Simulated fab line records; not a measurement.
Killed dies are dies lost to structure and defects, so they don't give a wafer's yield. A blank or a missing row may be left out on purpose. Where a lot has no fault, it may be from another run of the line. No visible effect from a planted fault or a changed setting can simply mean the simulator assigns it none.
A single fault, viewed from 2 desks | flow n5_finfet | numbers are kept per desk, each desk with only its own; the story behind them comes last

== FOR THE TOOL OWNER'S DESK: lpcvd-02 ==
The tool's own readings at N5_DUMMY_GATE_HM_DEP_06 (deposits SiNx from DCS/NH3, target thk 80 nm, time 5141 s): means of the sampled wafers that have a number, for each lot that ran on this tool. Marked OUT: a lot whose mean sits more than 4 standard deviations from the usual mean, which makes it out of limits; the brackets give that distance.
Columns: A = pressure_mtorr at N5_DUMMY_GATE_HM_DEP_06, usual 299.9 mTorr; B = spike_tc_centre_C at N5_DUMMY_GATE_HM_DEP_06, usual 699.6 C
lot  | first seen here | A     | B
L583 | day 3 00:14     | 300.3 | 697.9
L586 | day 3 17:58     | 299.2 | 698.6
L588 | day 4 05:12     | 300.0 | 697.6
L589 | day 4 13:01     | 299.9 | 698.6
Result from this desk: across the 4 lots, nothing is out of limits.

== THE METROLOGY DESK ==
What the gauges read for every lot (on any tool): the sampled wafers with a number, averaged. Marked OUT: a lot whose mean sits more than 4 standard deviations from the usual mean, which makes it out of limits; the brackets give that distance. It has 10 readings; the 7 that lie furthest out on some lot are the ones shown.
Columns: A = DIBL_N at N5_BEOL_M4_RC_MEAS_101, usual 36.1 mV/V; B = DIBL_P at N5_BEOL_M4_RC_MEAS_101, usual 36.1 mV/V; C = IOFF_N at N5_BEOL_M4_RC_MEAS_101, usual 0.154 nA/um; D = IOFF_P at N5_BEOL_M4_RC_MEAS_101, usual 0.201 nA/um; E = ION_N at N5_BEOL_M4_RC_MEAS_101, usual 675 uA/um; F = SS_N at N5_BEOL_M4_RC_MEAS_101, usual 71.5 mV/dec; G = VT_P at N5_BEOL_M4_RC_MEAS_101, usual -251.3 mV
lot  | first seen here | A    | B    | C     | D     | E   | F    | G
L583 | day 8 01:46     | 35.0 | 35.1 | 0.147 | 0.189 | 676 | 72.0 | -254.2
L586 | day 8 19:42     | 35.2 | 36.2 | 0.162 | 0.211 | 682 | 71.1 | -249.7
L585 | day 8 21:07     | 37.4 | 36.9 | 0.172 | 0.221 | 685 | 71.3 | -250.0
L588 | day 9 07:37     | 36.0 | 36.8 | 0.150 | 0.204 | 673 | 71.2 | -248.9
L589 | day 9 21:12     | 35.7 | 33.5 | 0.147 | 0.185 | 676 | 71.6 | -252.1
Result from this desk: across the 5 lots, nothing is out of limits.

== TAKEN TOGETHER ==
The desk of the tool owner found nothing out of limits.
At the metrology desk, nothing out of limits was observed.

== WHAT THE SIMULATOR HAD PUT IN ==
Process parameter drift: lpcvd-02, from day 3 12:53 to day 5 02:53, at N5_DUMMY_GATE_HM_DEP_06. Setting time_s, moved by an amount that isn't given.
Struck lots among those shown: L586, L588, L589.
